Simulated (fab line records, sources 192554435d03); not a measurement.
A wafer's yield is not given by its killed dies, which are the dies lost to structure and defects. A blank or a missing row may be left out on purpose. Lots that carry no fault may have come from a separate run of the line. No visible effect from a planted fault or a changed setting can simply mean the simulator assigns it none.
fab line records	flow n5-finfet	part 1 of 2: steps 1 to 23 of 32
record: lots: 5	wafers: 15	last-day: 18
route steps=1938 shown BEOL_M8@1372 BEOL_M9@1401
lots with no fault: from the same line, run without faults
start-h: the number of hours between the record's first day and the start of the first shown wafer of the lot	wait-h: hours elapsed since this lot's preceding step	" same as the row above	L1.1+2: several wafers, shown together as one row	- no value present, or no start provided	* or withheld: withheld	< > ~ a bound
route shown NAME@n: names a module that has steps shown in the file, with the first one's number in the route	usual: mean/standard deviation taken from wafers without a fault	same: alike in all rows	chamber/n: place in a boat	sites: each site's reading	_std_site: standard deviation across them	_edge_site: inner sites' mean taken away from outer sites' mean	radius-mm: how far each site lies from the wafer's centre	mask NAME#n: copy n	behind: tool/chamber where the wafer was last shaped	hold: the reason the lot was held/the length of the hold in hours/how it ended	device: names the non-switching transistor (n, p or np)	end of line: at the end of the route, the tests of the same wafers	step lacking rows: just its recipe	killed: not the wafer's yield, but the dies lost to structure and defects at the first sort	map: a wafer's dies, marking killed ones x, the rest . and places with no die _
set.NAME: the setting that was run; set.NAME@STEP: the one run at that earlier step	model.NAME: the simulator's own value behind a step, which no gauge read
lots at selected steps of the route; one table per step, one row per wafer
services: a tool's chamber out of use, with start hour (start-h, from the record's first day; less than 0 if before it), hours out, and reason
== steps ==
step: N5_BEOL_M8_STRIP_69
recipe: chemistry: N2/H2	temp-c: 40	n2-flow-sccm: 200	h2-flow-sccm: 200	rf-frequency-hz: 6e+07
lot.wafer	tool	chamber	start-h	wait-h
L074.1+4+6	rie-diel-03	1,3,3	213.20	0.0
L075.1+2+5	rie-diel-02	2,0,1	215.95	0.0
L088.3+5+6	rie-diel-04	3,2,3	321.17	0.0
L091.2+4+5	rie-diel-04	3,1,0	335.71	0.0
L095.2+3+4	rie-diel-02	0,3,1	369.66	0.0
step: N5_BEOL_M8_STRIP_73
recipe: chemistry: N2/H2	temp-c: 40	n2-flow-sccm: 200	h2-flow-sccm: 200	rf-frequency-hz: 6e+07
lot.wafer	tool	chamber	start-h	wait-h
L074.1+4+6	rie-diel-03	1,3,3	213.21	0.0
L075.1+2+5	rie-diel-02	2,0,1	215.96	0.0
L088.3+5+6	rie-diel-04	3,2,3	321.18	0.0
L091.2+4+5	rie-diel-04	3,1,0	335.72	0.0
L095.2+3+4	rie-diel-02	0,3,1	369.67	0.0
step: N5_BEOL_M8_VIA_ETCH_34
recipe: chemistry: C4F6/O2	target: SiCOH_lowk	target-depth-a: 1255	mask-material: SOC	taper-deg: 4	time-s: 50.5	ion-energy-ev: 250	pressure-mtorr: 30	source-w: 345	bias-w: 185	Ar_flow_sccm: 300	C4F6_flow_sccm: 10	O2_flow_sccm: 10
usual: bias-w: 185.0/0.57	drypump-motor-current-A: 5.5/0.47	oes-product-au: 0.81/0.088	rf-vpp-V: 670/18	showerhead-plenum-p-Torr: 2.86/0.096	throttle-valve-pct: 20.86/0.25
lot.wafer	tool	chamber	start-h	wait-h	bias-w	drypump-motor-current-A	oes-product-au	rf-hours-counter-h	rf-vpp-V	showerhead-plenum-p-Torr	throttle-valve-pct
L074.1	rie-diel-03	1	213.22	0.0	184.1	5.8	0.66	233	659	2.80	20.68
L074.4	"	3	"	"	184.4	4.8	0.91	19	706	3.03	20.74
L074.6	"	3	"	"	185.1	4.9	0.91	-	704	3.03	20.74
L075.1	rie-diel-02	2	215.97	0.0	184.9	5.2	0.75	136	656	2.95	20.62
L075.2	"	0	"	"	185.1	6.3	0.81	95	648	2.87	21.16
L075.5	"	1	"	"	185.9	5.5	1.01	-	670	2.81	20.93
L088.3	rie-diel-04	3	321.19	0.0	185.6	6.0	0.85	65	694	2.86	20.81
L088.5	"	2	"	"	185.2	6.2	0.86	-	661	3.01	20.78
L088.6	"	3	"	"	184.5	6.0	0.84	-	693	2.86	20.80
L091.2	rie-diel-04	3	335.73	0.0	185.4	6.0	0.83	71	694	2.85	20.80
L091.4	"	1	"	"	185.1	5.7	0.73	233	667	2.83	21.25
L091.5	"	0	"	"	184.6	5.8	1.00	-	645	2.90	20.44
L095.2	rie-diel-02	0	369.68	0.0	184.5	6.3	0.74	153	646	2.84	21.28
L095.3	"	3	"	"	185.6	5.7	0.84	65	654	2.77	20.67
L095.4	"	1	"	"	184.0	5.5	0.88	56	669	2.79	21.02
step: N5_BEOL_M8_STRIP_76
recipe: chemistry: C4F6/O2	resist: SiARC	rf-frequency-hz: 6e+07
lot.wafer	tool	chamber	start-h	wait-h
L074.1+4+6	rie-diel-03	1,3,3	213.26	0.0
L075.1+2+5	rie-diel-02	2,0,1	216.01	0.0
L088.3+5+6	rie-diel-04	3,2,3	321.23	0.0
L091.2+4+5	rie-diel-04	3,1,0	335.77	0.0
L095.2+3+4	rie-diel-02	0,3,1	369.72	0.0
step: N5_BEOL_M8_STRIP_36
recipe: chemistry: N2/H2	power-w: 450	temp-c: 40	pressure-mtorr: 20	rf-frequency-hz: 6e+07	overash-fraction: 0.3	bias-power-w: 7	h2-frac: 0.5	n2-flow-sccm: 200	h2-flow-sccm: 200
usual: drypump-motor-current-A: 5.5/0.47	oes-product-au: 0.81/0.093	rf-vpp-V: 59.3/1.4	showerhead-plenum-p-Torr: 2.56/0.094	throttle-valve-pct: 23.52/0.24
lot.wafer	tool	chamber	start-h	wait-h	drypump-motor-current-A	oes-product-au	rf-hours-counter-h	rf-vpp-V	showerhead-plenum-p-Torr	throttle-valve-pct
L074.1	rie-diel-03	1	213.27	0.0	5.8	0.67	233	58.8	2.50	23.35
L074.4	"	3	"	"	4.8	0.92	19	60.4	2.70	23.33
L074.6	"	3	"	"	4.8	0.93	-	57.2	2.70	23.33
L075.1	rie-diel-02	2	216.02	0.0	5.2	0.75	136	59.9	2.63	23.45
L075.2	"	0	"	"	6.3	0.80	95	59.9	2.54	23.44
L075.5	"	1	"	"	5.5	1.03	-	58.7	2.52	23.90
L088.3	rie-diel-04	3	321.24	0.0	6.0	0.84	65	57.8	2.59	23.70
L088.5	"	2	"	"	6.2	0.88	-	59.0	2.68	23.47
L088.6	"	3	"	"	6.0	0.85	-	57.8	2.59	23.69
L091.2	rie-diel-04	3	335.78	0.0	6.0	0.85	71	58.8	2.59	23.69
L091.4	"	1	"	"	5.7	0.72	233	57.3	2.52	23.85
L091.5	"	0	"	"	5.8	1.00	-	60.5	2.63	23.51
L095.2	rie-diel-02	0	369.73	0.0	6.3	0.74	153	61.2	2.51	23.55
L095.3	"	3	"	"	5.7	0.82	65	60.3	2.44	23.00
L095.4	"	1	"	"	5.5	0.89	56	60.7	2.49	23.96
step: N5_BEOL_M8_TRENCH_ETCH_37
recipe: chemistry: C4F6/O2	target-depth-a: 934.78	target: SiCOH_lowk	time-s: 31.2	ion-energy-ev: 250	pressure-mtorr: 30	source-w: 345	bias-w: 185	Ar_flow_sccm: 300	C4F6_flow_sccm: 10	O2_flow_sccm: 10
usual: bias-w: 185.1/0.52	drypump-motor-current-A: 5.5/0.47	oes-product-au: 0.81/0.088	rf-vpp-V: 670/18	showerhead-plenum-p-Torr: 2.86/0.096	throttle-valve-pct: 20.89/0.25
lot.wafer	tool	chamber	start-h	wait-h	bias-w	drypump-motor-current-A	oes-product-au	rf-hours-counter-h	rf-vpp-V	showerhead-plenum-p-Torr	throttle-valve-pct
L074.1	rie-diel-03	1	-	-	185.4	5.8	0.66	233	659	2.80	20.69
L074.4	"	3	"	"	184.6	4.9	0.92	19	704	3.03	20.77
L074.6	"	3	"	"	184.6	4.9	0.91	-	705	3.03	20.76
L075.1	rie-diel-02	2	-	-	185.1	5.2	0.76	136	656	2.95	20.65
L075.2	"	0	"	"	184.3	6.3	0.81	95	647	2.87	21.21
L075.5	"	1	"	"	185.9	5.5	1.01	-	669	2.81	20.96
L088.3	rie-diel-04	3	-	-	185.0	6.0	0.83	65	695	2.86	20.83
L088.5	"	2	"	"	184.7	6.2	0.85	-	663	3.01	20.81
L088.6	"	3	"	"	184.4	6.0	0.83	-	692	2.86	20.84
L091.2	rie-diel-04	3	-	-	184.8	6.0	0.83	71	693	2.85	20.84
L091.4	"	1	"	"	185.5	5.7	0.73	233	665	2.83	21.27
L091.5	"	0	"	"	184.8	5.8	0.99	-	645	2.90	20.46
L095.2	rie-diel-02	0	-	-	184.3	6.3	0.75	153	646	2.84	21.29
L095.3	"	3	"	"	184.8	5.7	0.84	65	653	2.77	20.71
L095.4	"	1	"	"	185.6	5.5	0.88	56	668	2.79	21.05
step: N5_BEOL_M8_ETCH_41
recipe: chemistry: CH3F/O2	target: SiCN	target-depth-a: 319	taper-deg: 2	time-s: 57.8	ion-energy-ev: 120	mask-material: TiN	pressure-mtorr: 30	source-w: 395	bias-w: 75	Ar_flow_sccm: 150	CH3F_flow_sccm: 30	O2_flow_sccm: 20
usual: bias-w: 75.00/0.22	drypump-motor-current-A: 5.5/0.47	oes-product-au: 0.81/0.088	rf-vpp-V: 297.7/1.6	showerhead-plenum-p-Torr: 2.01/0.07	throttle-valve-pct: 16.29/0.25
lot.wafer	tool	chamber	start-h	wait-h	bias-w	drypump-motor-current-A	oes-product-au	rf-hours-counter-h	rf-vpp-V	showerhead-plenum-p-Torr	throttle-valve-pct
L074.1	rie-diel-03	1	-	-	74.75	5.8	0.66	233	297.8	1.97	16.20
L074.4	"	3	"	"	74.84	4.8	0.92	19	300.9	2.13	16.11
L074.6	"	3	"	"	75.00	4.8	0.91	-	299.7	2.13	16.09
L075.1	rie-diel-02	2	-	-	75.28	5.2	0.76	136	297.9	2.08	16.12
L075.2	"	0	"	"	75.30	6.3	0.81	95	298.0	2.02	16.55
L075.5	"	1	"	"	75.25	5.5	1.00	-	298.4	1.98	16.25
L088.3	rie-diel-04	3	-	-	74.51	6.0	0.84	65	299.2	2.01	16.30
L088.5	"	2	"	"	75.10	6.2	0.87	-	300.4	2.12	16.18
L088.6	"	3	"	"	74.54	6.0	0.85	-	298.1	2.01	16.28
L091.2	rie-diel-04	3	-	-	75.03	6.0	0.83	71	296.3	2.01	16.29
L091.4	"	1	"	"	74.79	5.7	0.72	233	295.6	1.99	16.64
L091.5	"	0	"	"	74.80	5.8	0.98	-	298.5	2.04	15.86
L095.2	rie-diel-02	0	-	-	75.14	6.3	0.74	153	296.5	2.00	16.69
L095.3	"	3	"	"	75.11	5.7	0.83	65	295.0	1.95	16.15
L095.4	"	1	"	"	74.89	5.5	0.86	56	296.9	1.96	16.37
step: N5_BEOL_M8_STRIP_80
recipe: chemistry: N2/H2	time-s: 10	power-w: 450	temp-c: 40	pressure-mtorr: 20	rf-frequency-hz: 6e+07	bias-power-w: 7	n2-flow-sccm: 200	h2-flow-sccm: 200
usual: drypump-motor-current-A: 5.5/0.47	oes-product-au: 0.82/0.092	rf-vpp-V: 59.2/0.88	showerhead-plenum-p-Torr: 2.56/0.094	throttle-valve-pct: 23.52/0.24
lot.wafer	tool	chamber	start-h	wait-h	drypump-motor-current-A	oes-product-au	rf-hours-counter-h	rf-vpp-V	showerhead-plenum-p-Torr	throttle-valve-pct
L074.1	rie-diel-03	1	-	-	5.8	0.68	233	57.2	2.50	23.38
L074.4	"	3	"	"	4.9	0.93	19	59.7	2.70	23.31
L074.6	"	3	"	"	4.9	0.92	-	59.6	2.70	23.33
L075.1	rie-diel-02	2	-	-	5.2	0.76	136	60.2	2.63	23.44
L075.2	"	0	"	"	6.3	0.80	95	59.2	2.54	23.43
L075.5	"	1	"	"	5.5	1.02	-	60.1	2.52	23.92
L088.3	rie-diel-04	3	-	-	6.0	0.84	65	57.9	2.59	23.68
L088.5	"	2	"	"	6.3	0.87	-	59.4	2.68	23.45
L088.6	"	3	"	"	6.0	0.84	-	58.8	2.59	23.69
L091.2	rie-diel-04	3	-	-	6.0	0.84	71	58.6	2.59	23.71
L091.4	"	1	"	"	5.7	0.72	233	58.8	2.52	23.86
L091.5	"	0	"	"	5.8	0.99	-	61.7	2.63	23.49
L095.2	rie-diel-02	0	-	-	6.3	0.74	154	59.6	2.51	23.50
L095.3	"	3	"	"	5.7	0.84	65	59.4	2.44	23.02
L095.4	"	1	"	"	5.5	0.89	56	58.5	2.49	23.96
step: N5_BEOL_M8_OCD_MEAS_38
usual: trench-depth-nm: 94.2/1.8
lot.wafer	tool	chamber	start-h	wait-h	trench-depth-nm
L074.1	ocd-01	-	213.47	-	86.0
L074.4	"	-	"	"	96.8
L074.6	"	-	"	"	95.6
L075.1	ocd-02	-	216.22	-	93.3
L075.2	"	-	"	"	93.5
L075.5	"	-	"	"	92.6
L088.3	ocd-02	-	321.44	-	91.9
L088.5	"	-	"	"	93.4
L088.6	"	-	"	"	91.9
L091.2	ocd-01	-	335.98	-	92.0
L091.4	"	-	"	"	95.4
L091.5	"	-	"	"	99.0
L095.2	ocd-02	-	369.93	-	93.3
L095.3	"	-	"	"	93.5
L095.4	"	-	"	"	95.2
step: N5_BEOL_M8_HM_STRIP_39
recipe: chemistry: peroxide-tin-strip	material: TiN	target-depth-a: 250	temp-c: 50	time-s: 158
lot.wafer	tool	chamber	start-h	wait-h
L074.1+4+6	wet-bench-04	0,1,2	213.50	0.0
L075.1+2+5	wet-bench-04	0,1,3	216.25	0.0
L088.3+5+6	wet-bench-06	5,3,6	321.47	0.0
L091.2+4+5	wet-bench-06	2,7,3	336.01	0.0
L095.2+3+4	wet-bench-03	1,3,2	369.96	0.0
step: N5_BEOL_M8_SRD_40
recipe: time-s: 30	temp-c: 23	rinse-liquid: diw	dry: ipa-marangoni
lot.wafer	tool	chamber	start-h	wait-h
L074.1+4+6	wet-bench-04	0,1,2	213.55	0.0
L075.1+2+5	wet-bench-04	0,1,3	216.31	0.0
L088.3+5+6	wet-bench-06	5,3,6	321.53	0.0
L091.2+4+5	wet-bench-06	2,7,3	336.06	0.0
L095.2+3+4	wet-bench-03	1,3,2	370.01	0.0
step: N5_BEOL_M8_PRECLEAN_42
recipe: chemistry: residue-remover	time-s: 60	temp-c: 40
lot.wafer	tool	chamber	start-h	wait-h
L074.1+4+6	wet-bench-04	0,1,2	213.57	0.0
L075.1+2+5	wet-bench-04	0,1,3	216.32	0.0
L088.3+5+6	wet-bench-06	5,3,6	321.54	0.0
L091.2+4+5	wet-bench-06	2,7,3	336.07	0.0
L095.2+3+4	wet-bench-03	1,3,2	370.03	0.0
step: N5_BEOL_M8_SRD_43
recipe: time-s: 30	temp-c: 23	rinse-liquid: diw	dry: ipa-marangoni
lot.wafer	tool	chamber	start-h	wait-h
L074.1+4+6	wet-bench-04	0,1,2	213.59	0.0
L075.1+2+5	wet-bench-04	0,1,3	216.34	0.0
L088.3+5+6	wet-bench-06	5,3,6	321.56	0.0
L091.2+4+5	wet-bench-06	2,7,3	336.09	0.0
L095.2+3+4	wet-bench-03	1,3,2	370.05	0.0
step: N5_BEOL_M8_CD_MEAS_35
recipe: target-cd-nm: 40	polarity: opening
usual: cd-nm: 40.0/0.97
lot.wafer	tool	chamber	start-h	wait-h	cd-nm
L074.1	cd-sem-01	-	213.63	0.0	41.1
L074.4	"	-	"	"	41.5
L074.6	"	-	"	"	40.6
L075.1	cd-sem-02	-	216.38	0.0	39.9
L075.2	"	-	"	"	40.3
L075.5	"	-	"	"	41.0
L088.3	cd-sem-02	-	321.61	0.0	40.0
L088.5	"	-	"	"	39.7
L088.6	"	-	"	"	39.4
L091.2	cd-sem-01	-	336.13	0.0	40.1
L091.4	"	-	"	"	41.6
L091.5	"	-	"	"	40.6
L095.2	cd-sem-02	-	370.09	0.0	39.1
L095.3	"	-	"	"	37.7
L095.4	"	-	"	"	39.9
step: N5_BEOL_M8_CURE_75
recipe: temp-c: 370	time-s: 120	ambient: DMADMS/He	material: SiCOH_lowk
usual: lamp-power-pct: 52.32/0.053	wafer_temp_C_max: 372.0/0.52
lot.wafer	tool	chamber	start-h	wait-h	lamp-power-pct	wafer_temp_C_max
L074.1	uv-cure-01	1	213.67	0.0	52.30	372.0
L074.4	"	1	"	"	52.33	372.1
L074.6	"	1	"	"	52.47	371.5
L075.1	uv-cure-01	1	216.43	0.0	52.38	372.1
L075.2	"	1	"	"	52.28	371.6
L075.5	"	1	"	"	52.32	371.3
L088.3	uv-cure-03	2	321.75	0.1	52.36	372.0
L088.5	"	2	"	"	52.33	373.2
L088.6	"	2	"	"	52.34	372.4
L091.2	uv-cure-01	1	336.32	0.2	52.17	371.8
L091.4	"	1	"	"	52.30	371.8
L091.5	"	1	"	"	52.34	371.7
L095.2	uv-cure-01	2	370.19	0.1	52.23	372.1
L095.3	"	2	"	"	52.39	371.6
L095.4	"	2	"	"	52.32	372.1
step: N5_BEOL_M8_DEGAS_44
recipe: ambient: vacuum	temp-c: 250	time-s: 60
usual: heater-power-w: 347/34
lot.wafer	tool	chamber	start-h	wait-h	heater-power-w
L074.1	pvd-sputter-02	-	214.02	0.3	310
L074.4	"	-	"	"	384
L074.6	"	-	"	"	315
L075.1	pvd-sputter-03	-	216.88	0.4	306
L075.2	"	-	"	"	339
L075.5	"	-	"	"	341
L088.3	pvd-sputter-01	-	322.43	0.6	341
L088.5	"	-	"	"	439
L088.6	"	-	"	"	343
L091.2	pvd-sputter-03	-	336.70	0.3	341
L091.4	"	-	"	"	307
L091.5	"	-	"	"	362
L095.2	pvd-sputter-03	-	371.09	0.8	340
L095.3	"	-	"	"	344
L095.4	"	-	"	"	365
step: N5_BEOL_M8_PRE_CLEAN_45
recipe: gas: H2/He	time-s: 30	temp-c: 250
usual: heater-power-w: 347/33
lot.wafer	tool	chamber	start-h	wait-h	heater-power-w
L074.1	pvd-sputter-02	-	214.06	0.0	315
L074.4	"	-	"	"	383
L074.6	"	-	"	"	320
L075.1	pvd-sputter-03	-	216.92	0.0	296
L075.2	"	-	"	"	350
L075.5	"	-	"	"	346
L088.3	pvd-sputter-01	-	322.47	0.0	337
L088.5	"	-	"	"	439
L088.6	"	-	"	"	344
L091.2	pvd-sputter-03	-	336.74	0.0	345
L091.4	"	-	"	"	307
L091.5	"	-	"	"	360
L095.2	pvd-sputter-03	-	371.13	0.0	347
L095.3	"	-	"	"	347
L095.4	"	-	"	"	363
step: N5_BEOL_M8_ALD_77
recipe: material: TaN	target-thk-a: 20	temp-c: 275	ald-precursor-family: PDMAT	ald-co-reactant: NH3	pressure-torr: 3	carrier-flow-sccm: 1500	pulse-time-s: 2	purge-time-s: 3	co-reactant-purge-time-s: 2	co-reactant-pulse-time-s: 3	ald-cycles: 40	precursor-vessel-temp-c: 75	precursor-vessel-pressure-torr: 26.25	precursor-vessel-carrier-sccm: 1000
usual: heater-power-w: 419/31
same: co-reactant-purge-time-s: 2
lot.wafer	tool	chamber	start-h	wait-h	heater-power-w
L074.1	ald-metal-03	3	214.15	0.1	358
L074.4	"	2	"	"	413
L074.6	"	1	"	"	449
L075.1	ald-metal-03	2	216.98	0.0	397
L075.2	"	1	"	"	459
L075.5	"	1	"	"	465
L088.3	ald-metal-01	1	322.53	0.0	453
L088.5	"	0	"	"	424
L088.6	"	3	"	"	408
L091.2	ald-metal-01	2	336.80	0.0	462
L091.4	"	3	"	"	393
L091.5	"	0	"	"	427
L095.2	ald-metal-01	3	371.19	0.0	393
L095.3	"	1	"	"	456
L095.4	"	0	"	"	444
step: N5_BEOL_M8_SURFACE_TREAT_79
recipe: gas: Ar	time-s: *	ion-energy-ev: *	ion-current-ma-cm2: 0.5	pressure-mtorr: *	ar-flow-sccm: 30
usual: ar-flow-sccm: 30.01/0.091	throttle-valve-pct: *
lot.wafer	tool	chamber	start-h	wait-h	ar-flow-sccm	throttle-valve-pct
L074.1	pvd-sputter-02	-	215.94	1.7	30.00	*
L074.4	"	-	"	"	30.12	*
L074.6	"	-	"	"	29.92	*
L075.1	pvd-sputter-01	-	217.31	0.2	29.97	*
L075.2	"	-	"	"	30.15	*
L075.5	"	-	"	"	30.02	*
L088.3	pvd-sputter-02	-	322.86	0.2	29.91	*
L088.5	"	-	"	"	29.97	*
L088.6	"	-	"	"	29.99	*
L091.2	pvd-sputter-01	-	337.31	0.4	29.86	*
L091.4	"	-	"	"	29.91	*
L091.5	"	-	"	"	30.11	*
L095.2	pvd-sputter-03	-	371.55	0.2	30.27	*
L095.3	"	-	"	"	29.95	*
L095.4	"	-	"	"	30.19	*
step: N5_BEOL_M8_CVD_78
recipe: material: Co	target-thk-a: 20	temp-c: withheld	precursor: CCTBA/H2	pressure-torr: 30	time-s: 142.3
lot.wafer	tool	chamber	start-h	wait-h
L074.1+4+6	cvd-co-01	2,2,1	216.02	0.1
L075.1+2+5	cvd-co-02	2,0,0	217.39	0.1
L088.3+5+6	cvd-co-02	1,2,0	322.92	0.0
L091.2+4+5	cvd-co-02	2,2,0	337.47	0.1
L095.2+3+4	cvd-co-01	2,0,2	371.61	0.0
step: N5_BEOL_M8_SPUTTER_48
recipe: material: Cu	target-thk-a: 100	temp-c: -20	bias-v: 60	power-w: 26000	chamber-pressure-pa: 0.13	time-s: 1.667
usual: substrate-temp-c: -20.00/0.11	throttle-valve-pct: 29.6/1.3
lot.wafer	tool	chamber	start-h	wait-h	substrate-temp-c	throttle-valve-pct
L074.1	pvd-sputter-02	-	216.14	0.1	-19.85	31.2
L074.4	"	-	"	"	-20.07	30.0
L074.6	"	-	"	"	-20.04	31.6
L075.1	pvd-sputter-03	-	217.58	0.1	-20.06	29.1
L075.2	"	-	"	"	-19.95	29.7
L075.5	"	-	"	"	-20.05	29.1
L088.3	pvd-sputter-01	-	323.15	0.2	-19.97	32.7
L088.5	"	-	"	"	-19.91	31.1
L088.6	"	-	"	"	-19.95	28.6
L091.2	pvd-sputter-03	-	337.74	0.2	-19.94	29.0
L091.4	"	-	"	"	-19.98	28.0
L091.5	"	-	"	"	-19.97	29.0
L095.2	pvd-sputter-01	-	371.77	0.1	-20.11	31.2
L095.3	"	-	"	"	-20.12	30.5
L095.4	"	-	"	"	-19.98	32.7
step: N5_BEOL_M8_ECD_50
recipe: material: Cu	target-thk-a: 3000
lot.wafer	tool	chamber	start-h	wait-h
L074.1+4+6	ecd-cu-01	0,1,1	216.26	0.1
L075.1+2+5	ecd-cu-02	0,1,0	217.69	0.1
L088.3+5+6	ecd-cu-01	0,0,1	323.35	0.2
L091.2+4+5	ecd-cu-02	0,1,0	337.86	0.1
L095.2+3+4	ecd-cu-01	1,0,1	371.88	0.1
step: N5_BEOL_M8_ANNEAL_51
recipe: temp-c: 225	time-s: 90	ambient: N2
usual: wafer_temp_C_max: 226.4/0.31
lot.wafer	tool	chamber	start-h	wait-h	wafer_temp_C_max
L074.1	rtp-anneal-02	0	216.50	0.2	226.5
L074.4	"	0	"	"	226.3
L074.6	"	0	"	"	226.8
L075.1	rtp-anneal-01	0	217.98	0.3	226.6
L075.2	"	0	"	"	225.6
L075.5	"	0	"	"	226.8
L088.3	rtp-anneal-01	0	323.88	0.5	226.0
L088.5	"	0	"	"	226.5
L088.6	"	0	"	"	226.0
L091.2	rtp-anneal-02	0	338.26	0.4	226.6
L091.4	"	0	"	"	226.5
L091.5	"	0	"	"	226.1
L095.2	rtp-anneal-02	0	372.71	0.8	226.5
L095.3	"	0	"	"	226.6
L095.4	"	0	"	"	226.5
